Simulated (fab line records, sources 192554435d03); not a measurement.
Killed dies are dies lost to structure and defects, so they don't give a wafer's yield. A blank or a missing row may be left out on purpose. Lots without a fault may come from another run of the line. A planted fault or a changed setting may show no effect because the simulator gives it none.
Which tool did it? | flow n5_finfet | 21 lots, 63 wafers sampled, at 6 steps of a route of 1938

WHAT THE GAUGES READ, wafer by wafer
The record holds no reading of a measuring or inspecting step that can be judged against a usual standard deviation.

WHICH TOOL RAN EACH LOT (tool, then ch and the chambers of the sampled wafers, then the start)
lot  | N5_BEOL_M0_SAQP_HM_DEP_02    | N5_BEOL_M0_SAQP_PECVD_96        | N5_BEOL_M0_SAQP_ETCH_83            | N5_BEOL_M0_SAQP_MANDREL_ETCH_20  | N5_BEOL_M0_SAQP_RECESS_104         | N5_BEOL_M0_SAQP_SPACER2_ETCHBACK_27
L074 | pvd_sputter-02, day 5 10:47  | pecvd-02 ch 0,1,2, day 5 10:57  | rie_diel-06 ch 0,1, day 5 11:43    | rie_si-06 ch 0,1,2, day 5 11:58  | vapor_etch-02 ch 0,1, day 5 13:56  | rie_diel-01 ch 0,3, day 5 15:35
L075 | pvd_sputter-02, day 5 17:08  | pecvd-02 ch 0,2, day 5 17:17    | rie_diel-06 ch 0,3, day 5 17:56    | rie_si-01 ch 1,2,3, day 5 18:11  | vapor_etch-01 ch 0,1, day 5 19:43  | rie_diel-02 ch 1,2, day 5 21:08
L076 | pvd_sputter-02, day 5 21:32  | pecvd-04 ch 1,2, day 5 21:41    | rie_diel-01 ch 0,1,2, day 5 22:20  | rie_si-04 ch 0,3, day 5 22:35    | vapor_etch-01 ch 0,1, day 6 00:19  | rie_diel-01 ch 1,3, day 6 01:47
L077 | pvd_sputter-02, day 6 02:47  | pecvd-02 ch 0,1,2, day 6 02:56  | rie_diel-01 ch 0,2, day 6 03:36    | rie_si-06 ch 0,1, day 6 03:50    | vapor_etch-02 ch 1, day 6 06:05    | rie_diel-02 ch 0,1,2, day 6 07:34
L078 | pvd_sputter-03, day 6 14:46  | pecvd-01 ch 0,1, day 6 14:55    | rie_diel-06 ch 0,2,3, day 6 15:37  | rie_si-01 ch 0,1, day 6 15:51    | vapor_etch-01 ch 0,1, day 6 17:25  | rie_diel-01 ch 2,3, day 6 18:50
L079 | pvd_sputter-02, day 6 18:10  | pecvd-01 ch 0,1, day 6 18:19    | rie_diel-01 ch 0,3, day 6 18:58    | rie_si-04 ch 0,1,2, day 6 19:13  | vapor_etch-01 ch 0,1, day 6 22:03  | rie_diel-01 ch 1,2, day 6 23:23
L080 | pvd_sputter-01, day 7 01:53  | pecvd-02 ch 0,2, day 7 02:02    | rie_diel-06 ch 0,2, day 7 02:43    | rie_si-01 ch 0,1,2, day 7 02:58  | vapor_etch-02 ch 0,1, day 7 04:31  | rie_diel-01 ch 0,1,3, day 7 05:49
L081 | pvd_sputter-02, day 7 06:01  | pecvd-01 ch 0,1, day 7 06:10    | rie_diel-06 ch 0,1, day 7 06:57    | rie_si-04 ch 0,1, day 7 07:11    | vapor_etch-01 ch 0,1, day 7 09:43  | rie_diel-02 ch 1,2, day 7 11:05
L083 | pvd_sputter-02, day 7 17:56  | pecvd-02 ch 0,1, day 7 18:05    | rie_diel-02 ch 1,2,3, day 7 18:52  | rie_si-04 ch 1,2,3, day 7 19:07  | vapor_etch-01 ch 0,1, day 7 20:40  | rie_diel-02 ch 0,1, day 7 22:14
L086 | pvd_sputter-02, day 8 12:17  | pecvd-04 ch 0,1,2, day 8 12:26  | rie_diel-01 ch 1,2,3, day 8 13:41  | rie_si-01 ch 0,1, day 8 13:56    | vapor_etch-01 ch 0,1, day 8 16:02  | rie_diel-02 ch 0,3, day 8 17:35
L087 | pvd_sputter-02, day 8 20:28  | pecvd-02 ch 0,1, day 8 20:37    | rie_diel-06 ch 2,3, day 8 21:23    | rie_si-06 ch 0,1,2, day 8 21:38  | vapor_etch-02 ch 0,1, day 8 23:11  | rie_diel-06 ch 1,2, day 9 01:04
L088 | pvd_sputter-02, day 9 01:16  | pecvd-02 ch 0,1,2, day 9 01:26  | rie_diel-02 ch 0,3, day 9 02:13    | rie_si-06 ch 0,1,3, day 9 02:28  | vapor_etch-01 ch 0,1, day 9 04:08  | rie_diel-02 ch 0,1, day 9 05:19
L089 | pvd_sputter-01, day 9 05:24  | pecvd-04 ch 0,1, day 9 05:33    | rie_diel-01 ch 0,1,2, day 9 06:50  | rie_si-04 ch 0,1,2, day 9 07:05  | vapor_etch-01 ch 0,1, day 9 08:50  | rie_diel-01 ch 0,1,2, day 9 10:01
L090 | pvd_sputter-01, day 9 11:33  | pecvd-02 ch 0,1, day 9 11:43    | rie_diel-06 ch 2,3, day 9 12:36    | rie_si-04 ch 2,3, day 9 12:50    | vapor_etch-02 ch 0,1, day 9 14:26  | rie_diel-01 ch 0,2,3, day 9 16:10
L091 | pvd_sputter-02, day 9 16:29  | pecvd-04 ch 0,1, day 9 16:39    | rie_diel-06 ch 0,2,3, day 9 17:37  | rie_si-04 ch 0,2, day 9 17:51    | vapor_etch-01 ch 0,1, day 9 19:33  | rie_diel-01 ch 0,1, day 9 21:04
L092 | pvd_sputter-01, day 9 20:54  | pecvd-01 ch 0,2, day 9 21:03    | rie_diel-01 ch 0,2,3, day 9 21:59  | rie_si-04 ch 1,2,3, day 9 22:13  | vapor_etch-01 ch 0,1, day 9 23:51  | rie_diel-01 ch 0,1,2, day 10 01:10
L093 | pvd_sputter-03, day 10 00:08 | pecvd-01 ch 0,2, day 10 00:17   | rie_diel-06 ch 0,2, day 10 01:05   | rie_si-01 ch 1,2, day 10 01:20   | vapor_etch-01 ch 0,1, day 10 02:57 | rie_diel-02 ch 0,1,2, day 10 04:36
L094 | pvd_sputter-03, day 10 14:52 | pecvd-02 ch 1,2, day 10 15:01   | rie_diel-06 ch 0,1,2, day 10 15:55 | rie_si-04 ch 0,2,3, day 10 16:09 | vapor_etch-01 ch 0,1, day 10 17:48 | rie_diel-06 ch 0,1,2, day 10 19:06
L095 | pvd_sputter-02, day 10 19:54 | pecvd-04 ch 0,1, day 10 20:03   | rie_diel-06 ch 1,2,3, day 10 21:05 | rie_si-06 ch 2,3, day 10 21:20   | vapor_etch-02 ch 0,1, day 10 23:05 | rie_diel-06 ch 0,1,2, day 11 00:25
L096 | pvd_sputter-03, day 10 23:28 | pecvd-01 ch 0,1,2, day 10 23:38 | rie_diel-02 ch 1,2,3, day 11 00:36 | rie_si-06 ch 1,2,3, day 11 00:50 | vapor_etch-01 ch 0,1, day 11 02:28 | rie_diel-01 ch 1,2,3, day 11 04:01
L097 | pvd_sputter-02, day 11 07:26 | pecvd-04 ch 0,2, day 11 07:35   | rie_diel-01 ch 0,1,3, day 11 08:41 | rie_si-06 ch 0,3, day 11 08:56   | vapor_etch-01 ch 0, day 11 10:28   | rie_diel-01 ch 0,1, day 11 11:47
- N5_BEOL_M0_SAQP_HM_DEP_02: deposits TiN, target thk 12 nm.
- N5_BEOL_M0_SAQP_PECVD_96: deposits a-Si from SiH4/He, target thk 45 nm, time 45.2 s.
- N5_BEOL_M0_SAQP_ETCH_83: etches SiARC in CF4, target depth 39 nm, time 65 s.
- N5_BEOL_M0_SAQP_MANDREL_ETCH_20: etches a-Si in HBr/Cl2, stops on SiNx, target depth 60 nm, bt time 10 s, time 30 s.
- N5_BEOL_M0_SAQP_RECESS_104: chemistry HF/NH3, target SiO2, target depth 18 nm, afs cycles 3, sublimation time 60 s.
- N5_BEOL_M0_SAQP_SPACER2_ETCHBACK_27: etches SiO2 in CHF3/O2, target depth 22.5 nm, time 11.25 s.

WHAT THE TOOLS THEMSELVES READ (means of the sampled wafers that have a number; where no wafer has one, the mark that the record gives instead)
N5_BEOL_M0_SAQP_HM_DEP_02. Usual: throttle_valve_pct 30.2 %, standard deviation 0.91.
lot  | tool           | throttle_valve_pct (%) | flag
L074 | pvd_sputter-02 | 30.3                   |
L075 | pvd_sputter-02 | 30.3                   |
L076 | pvd_sputter-02 | 31.1                   |
L077 | pvd_sputter-02 | 30.4                   |
L078 | pvd_sputter-03 | 30.7                   |
L079 | pvd_sputter-02 | 29.8                   |
L080 | pvd_sputter-01 | 29.5                   |
L081 | pvd_sputter-02 | 30.1                   |
L083 | pvd_sputter-02 | 30.2                   |
L086 | pvd_sputter-02 | 30.2                   |
L087 | pvd_sputter-02 | 30.6                   |
L088 | pvd_sputter-02 | 30.6                   |
L089 | pvd_sputter-01 | 29.5                   |
L090 | pvd_sputter-01 | 29.0                   |
L091 | pvd_sputter-02 | 30.3                   |
L092 | pvd_sputter-01 | 29.4                   |
L093 | pvd_sputter-03 | 30.9                   |
L094 | pvd_sputter-03 | 30.0                   |
L095 | pvd_sputter-02 | 30.9                   |
L096 | pvd_sputter-03 | 30.9                   |
L097 | pvd_sputter-02 | 30.2                   |

N5_BEOL_M0_SAQP_PECVD_96. Usual: heater_power_w 606 W, standard deviation 63; rf_fwd_power_W 98.9 W, standard deviation 0.46; showerhead_plenum_p_Torr 5.67 Torr, standard deviation 0.048; throttle_valve_pct 18.0 %, standard deviation 0.71.
lot  | tool     | heater_power_w (W) | rf_fwd_power_W (W) | showerhead_plenum_p_Torr (Torr) | throttle_valve_pct (%) | flag
L074 | pecvd-02 | 617                | 98.8               | 5.63                            | 18.0                   |
L075 | pecvd-02 | 603                | 98.3               | 5.61                            | 17.9                   |
L076 | pecvd-04 | 551                | 98.9               | 5.65                            | 18.8                   |
L077 | pecvd-02 | 634                | 98.9               | 5.64                            | 17.9                   |
L078 | pecvd-01 | 595                | 99.3               | 5.71                            | 17.8                   |
L079 | pecvd-01 | 600                | 99.0               | 5.71                            | 17.7                   |
L080 | pecvd-02 | 624                | 98.6               | 5.60                            | 17.8                   |
L081 | pecvd-01 | 593                | 99.3               | 5.71                            | 17.0                   |
L083 | pecvd-02 | 570                | 99.1               | 5.64                            | 18.2                   |
L086 | pecvd-04 | 559                | 98.8               | 5.68                            | 18.9                   |
L087 | pecvd-02 | 591                | 98.7               | 5.64                            | 18.1                   |
L088 | pecvd-02 | 631                | 98.7               | 5.63                            | 18.1                   |
L089 | pecvd-04 | 583                | 99.0               | 5.71                            | 18.4                   |
L090 | pecvd-02 | 588                | 98.5               | 5.64                            | 18.5                   |
L091 | pecvd-04 | 590                | 98.9               | 5.71                            | 18.4                   |
L092 | pecvd-01 | 667                | 99.4               | 5.69                            | 17.4                   |
L093 | pecvd-01 | 710                | 99.2               | 5.69                            | 17.7                   |
L094 | pecvd-02 | 633                | 98.5               | 5.63                            | 17.6                   |
L095 | pecvd-04 | 599                | 99.0               | 5.73                            | 18.7                   |
L096 | pecvd-01 | 639                | 99.2               | 5.71                            | 17.5                   |
L097 | pecvd-04 | 520                | 98.4               | 5.66                            | 17.9                   |

N5_BEOL_M0_SAQP_ETCH_83. Usual: chamber_pressure_mTorr 40.00 mTorr, standard deviation 0.037; drypump_motor_current_A 5.7 A, standard deviation 0.38; etch_rf_on_time_s 64.5 s, standard deviation 1.4; oes_product_au 0.67 a.u., standard deviation 0.082; rf_fwd_power_W 537.5 W, standard deviation 2.8; rf_vpp_V 184.2 V, standard deviation 1.1; showerhead_plenum_p_Torr 2.15 Torr, standard deviation 0.06; throttle_valve_pct 15.59 %, standard deviation 0.25.
lot  | tool        | chamber_pressure_mTorr (mTorr) | drypump_motor_current_A (A) | etch_rf_on_time_s (s) | oes_product_au (a.u.) | rf_fwd_power_W (W) | rf_vpp_V (V) | showerhead_plenum_p_Torr (Torr) | throttle_valve_pct (%) | flag
L074 | rie_diel-06 | 40.01                          | 5.6                         | 65.4                  | 0.59                  | 536.4              | 183.9        | 2.11                            | 15.60                  |
L075 | rie_diel-06 | 39.97                          | 5.8                         | 64.2                  | 0.67                  | 535.1              | 182.8        | 2.13                            | 15.56                  |
L076 | rie_diel-01 | 40.00                          | 5.8                         | 64.2                  | 0.70                  | 540.3              | 184.5        | 2.14                            | 15.54                  |
L077 | rie_diel-01 | 39.96                          | 5.5                         | 63.2                  | 0.66                  | 539.9              | 184.5        | 2.15                            | 15.55                  |
L078 | rie_diel-06 | 40.02                          | 5.5                         | 63.9                  | 0.67                  | 535.5              | 184.2        | 2.17                            | 15.62                  |
L079 | rie_diel-01 | 40.02                          | 5.6                         | 65.1                  | 0.70                  | 540.3              | 184.6        | 2.20                            | 15.72                  |
L080 | rie_diel-06 | 40.00                          | 5.7                         | 64.7                  | 0.61                  | 537.4              | 185.2        | 2.15                            | 15.78                  |
L081 | rie_diel-06 | 39.97                          | 5.8                         | 64.9                  | 0.59                  | 538.9              | 184.3        | 2.11                            | 15.68                  |
L083 | rie_diel-02 | 40.00                          | 5.8                         | 66.0                  | 0.61                  | 536.2              | 183.8        | 2.12                            | 15.59                  |
L086 | rie_diel-01 | 40.01                          | 6.0                         | 65.0                  | 0.70                  | 538.9              | 183.7        | 2.17                            | 15.45                  |
L087 | rie_diel-06 | 39.97                          | 5.4                         | 62.9                  | 0.71                  | 535.5              | 185.5        | 2.19                            | 15.51                  |
L088 | rie_diel-02 | 39.98                          | 6.2                         | 66.4                  | 0.57                  | 535.8              | 183.7        | 2.08                            | 15.86                  |
L089 | rie_diel-01 | 39.95                          | 5.8                         | 63.9                  | 0.69                  | 541.0              | 184.5        | 2.14                            | 15.58                  |
L090 | rie_diel-06 | 40.00                          | 5.3                         | 63.2                  | 0.66                  | 535.9              | 184.3        | 2.20                            | 15.72                  |
L091 | rie_diel-06 | 40.00                          | 5.5                         | 63.5                  | 0.73                  | 534.4              | 184.6        | 2.16                            | 15.53                  |
L092 | rie_diel-01 | 39.98                          | 5.6                         | 64.7                  | 0.66                  | 539.1              | 183.8        | 2.18                            | 15.62                  |
L093 | rie_diel-06 | 39.97                          | 5.7                         | 63.6                  | 0.74                  | 536.6              | 183.4        | 2.14                            | 15.51                  |
L094 | rie_diel-06 | 39.97                          | 5.5                         | 64.3                  | 0.75                  | 538.0              | 183.2        | 2.14                            | 15.46                  |
L095 | rie_diel-06 | 40.01                          | 5.4                         | 64.3                  | 0.73                  | 535.0              | 183.6        | 2.16                            | 15.47                  |
L096 | rie_diel-02 | 39.99                          | 5.8                         | 66.3                  | 0.59                  | 536.7              | 184.1        | 2.11                            | 15.62                  |
L097 | rie_diel-01 | 39.98                          | 5.9                         | 64.7                  | 0.70                  | 540.4              | 184.2        | 2.17                            | 15.63                  |

N5_BEOL_M0_SAQP_MANDREL_ETCH_20. Usual: chamber_pressure_mTorr 10.000 mTorr, standard deviation 0.0098; drypump_motor_current_A 5.5 A, standard deviation 0.36; oes_product_au 0.776 a.u., standard deviation 0.014; rf_fwd_power_W 795 W, standard deviation 3.1; throttle_valve_pct 35.46 %, standard deviation 0.29.
lot  | tool      | chamber_pressure_mTorr (mTorr) | drypump_motor_current_A (A) | oes_product_au (a.u.) | rf_fwd_power_W (W) | throttle_valve_pct (%) | flag
L074 | rie_si-06 | 10.001                         | 5.3                         | 0.784                 | 794                | 35.63                  |
L075 | rie_si-01 | 9.995                          | 5.7                         | 0.776                 | 799                | 35.18                  |
L076 | rie_si-04 | 9.997                          | 5.3                         | 0.780                 | 796                | 35.51                  |
L077 | rie_si-06 | 9.998                          | 5.4                         | 0.779                 | 795                | 35.73                  |
L078 | rie_si-01 | 10.003                         | 5.7                         | 0.768                 | 795                | 35.51                  |
L079 | rie_si-04 | 9.998                          | 5.4                         | 0.786                 | 796                | 35.40                  |
L080 | rie_si-01 | 10.005                         | 5.8                         | 0.775                 | 795                | 35.45                  |
L081 | rie_si-04 | 10.002                         | 5.3                         | 0.774                 | 794                | 35.31                  |
L083 | rie_si-04 | 10.000                         | 5.5                         | 0.795                 | 798                | 35.52                  |
L086 | rie_si-01 | 10.009                         | 6.0                         | 0.770                 | 795                | 35.64                  |
L087 | rie_si-06 | 10.000                         | 5.3                         | 0.775                 | 799                | 35.65                  |
L088 | rie_si-06 | 9.997                          | 5.7                         | 0.784                 | 796                | 35.55                  |
L089 | rie_si-04 | 9.996                          | 5.4                         | 0.785                 | 793                | 35.41                  |
L090 | rie_si-04 | 9.998                          | 5.4                         | 0.789                 | 795                | 35.62                  |
L091 | rie_si-04 | 10.005                         | 5.1                         | 0.771                 | 793                | 35.39                  |
L092 | rie_si-04 | 9.994                          | 5.5                         | 0.787                 | 797                | 35.53                  |
L093 | rie_si-01 | 9.997                          | 5.7                         | 0.761                 | 798                | 35.30                  |
L094 | rie_si-04 | 9.999                          | 5.3                         | 0.780                 | 795                | 35.50                  |
L095 | rie_si-06 | 9.983                          | 5.6                         | 0.767                 | 793                | 35.24                  |
L096 | rie_si-06 | 10.003                         | 5.7                         | 0.757                 | 793                | 35.34                  |
L097 | rie_si-06 | 10.002                         | 5.9                         | 0.766                 | 795                | 35.43                  |

N5_BEOL_M0_SAQP_RECESS_104. Usual: drypump_motor_current_A 5.92 A, standard deviation 0.23.
lot  | tool          | drypump_motor_current_A (A) | flag
L074 | vapor_etch-02 | 5.89                        |
L075 | vapor_etch-01 | 5.91                        |
L076 | vapor_etch-01 | 5.85                        |
L077 | vapor_etch-02 | 5.64                        |
L078 | vapor_etch-01 | 5.85                        |
L079 | vapor_etch-01 | 5.85                        |
L080 | vapor_etch-02 | 6.15                        |
L081 | vapor_etch-01 | 5.83                        |
L083 | vapor_etch-01 | 5.90                        |
L086 | vapor_etch-01 | 5.90                        |
L087 | vapor_etch-02 | 6.15                        |
L088 | vapor_etch-01 | 5.91                        |
L089 | vapor_etch-01 | 5.90                        |
L090 | vapor_etch-02 | 6.15                        |
L091 | vapor_etch-01 | 5.92                        |
L092 | vapor_etch-01 | 5.91                        |
L093 | vapor_etch-01 | 5.91                        |
L094 | vapor_etch-01 | 5.90                        |
L095 | vapor_etch-02 | 5.90                        |
L096 | vapor_etch-01 | 5.91                        |
L097 | vapor_etch-01 | 5.74                        |

N5_BEOL_M0_SAQP_SPACER2_ETCHBACK_27. Usual: chamber_pressure_mTorr 30.001 mTorr, standard deviation 0.026; drypump_motor_current_A 5.8 A, standard deviation 0.42; oes_product_au 0.77 a.u., standard deviation 0.076; rf_fwd_power_W 645.8 W, standard deviation 2.5; rf_vpp_V 520 V, standard deviation 7; showerhead_plenum_p_Torr 2.40 Torr, standard deviation 0.07; throttle_valve_pct 18.89 %, standard deviation 0.26.
lot  | tool        | chamber_pressure_mTorr (mTorr) | drypump_motor_current_A (A) | oes_product_au (a.u.) | rf_fwd_power_W (W) | rf_vpp_V (V) | showerhead_plenum_p_Torr (Torr) | throttle_valve_pct (%) | flag
L074 | rie_diel-01 | 29.989                         | 5.6                         | 0.83                  | 648.0              | 525          | 2.47                            | 19.00                  |
L075 | rie_diel-02 | 29.986                         | 5.4                         | 0.75                  | 645.3              | 511          | 2.37                            | 18.65                  |
L076 | rie_diel-01 | 30.029                         | 6.2                         | 0.89                  | 648.2              | 526          | 2.43                            | 18.75                  |
L077 | rie_diel-02 | 29.982                         | 5.6                         | 0.73                  | 647.6              | 517          | 2.37                            | 18.98                  |
L078 | rie_diel-01 | 29.989                         | 5.7                         | 0.77                  | 647.8              | 519          | 2.45                            | 18.71                  |
L079 | rie_diel-01 | 29.992                         | 6.2                         | 0.84                  | 645.1              | 526          | 2.39                            | 18.74                  |
L080 | rie_diel-01 | 30.018                         | 5.9                         | 0.85                  | 646.6              | 525          | 2.45                            | 18.89                  |
L081 | rie_diel-02 | 30.028                         | 5.6                         | 0.73                  | 644.8              | 514          | 2.42                            | 18.79                  |
L083 | rie_diel-02 | 29.978                         | 5.4                         | 0.74                  | 647.7              | 514          | 2.31                            | 18.86                  |
L086 | rie_diel-02 | 30.003                         | 6.2                         | 0.67                  | 644.5              | 515          | 2.34                            | 19.15                  |
L087 | rie_diel-06 | 30.026                         | 5.4                         | 0.68                  | 645.2              | 529          | 2.42                            | 19.01                  |
L088 | rie_diel-02 | 30.008                         | 5.7                         | 0.71                  | 645.9              | 520          | 2.30                            | 19.19                  |
L089 | rie_diel-01 | 30.005                         | 5.8                         | 0.80                  | 646.4              | 526          | 2.40                            | 18.89                  |
L090 | rie_diel-01 | 29.991                         | 5.6                         | 0.78                  | 646.9              | 522          | 2.45                            | 18.89                  |
L091 | rie_diel-01 | 30.016                         | 6.1                         | 0.84                  | 649.2              | 529          | 2.39                            | 18.93                  |
L092 | rie_diel-01 | 30.021                         | 5.8                         | 0.79                  | 648.9              | 526          | 2.40                            | 18.89                  |
L093 | rie_diel-02 | 30.002                         | 5.6                         | 0.71                  | 646.0              | 517          | 2.35                            | 19.01                  |
L094 | rie_diel-06 | 30.015                         | 5.5                         | 0.87                  | 644.4              | 524          | 2.41                            | 18.82                  |
L095 | rie_diel-06 | 30.010                         | 5.5                         | 0.86                  | 644.1              | 524          | 2.41                            | 18.81                  |
L096 | rie_diel-01 | 30.005                         | 6.0                         | 0.79                  | 645.6              | 524          | 2.42                            | 18.78                  |
L097 | rie_diel-01 | 30.005                         | 6.1                         | 0.82                  | 647.3              | 528          | 2.38                            | 18.93                  |

THE ANSWER, worked out from the rows above alone
Rule: a lot is off if the mean of its wafers that have a number lies more than 3 standard deviations from the usual mean. A lot without any number at a reading at which 4 lots or more have one is off too. The other lots that the step has rows for count as sound. The gauges are gone through in route order, then the tools' own readings, and for those a lot's mean is taken as printed above. The first step at which some lot is off is used, and at that step the reading that is off furthest; a lot without a number counts as furthest.
No lot is off at any reading shown: from this, nothing can be told.

WHAT THE SIMULATOR HAD PUT IN
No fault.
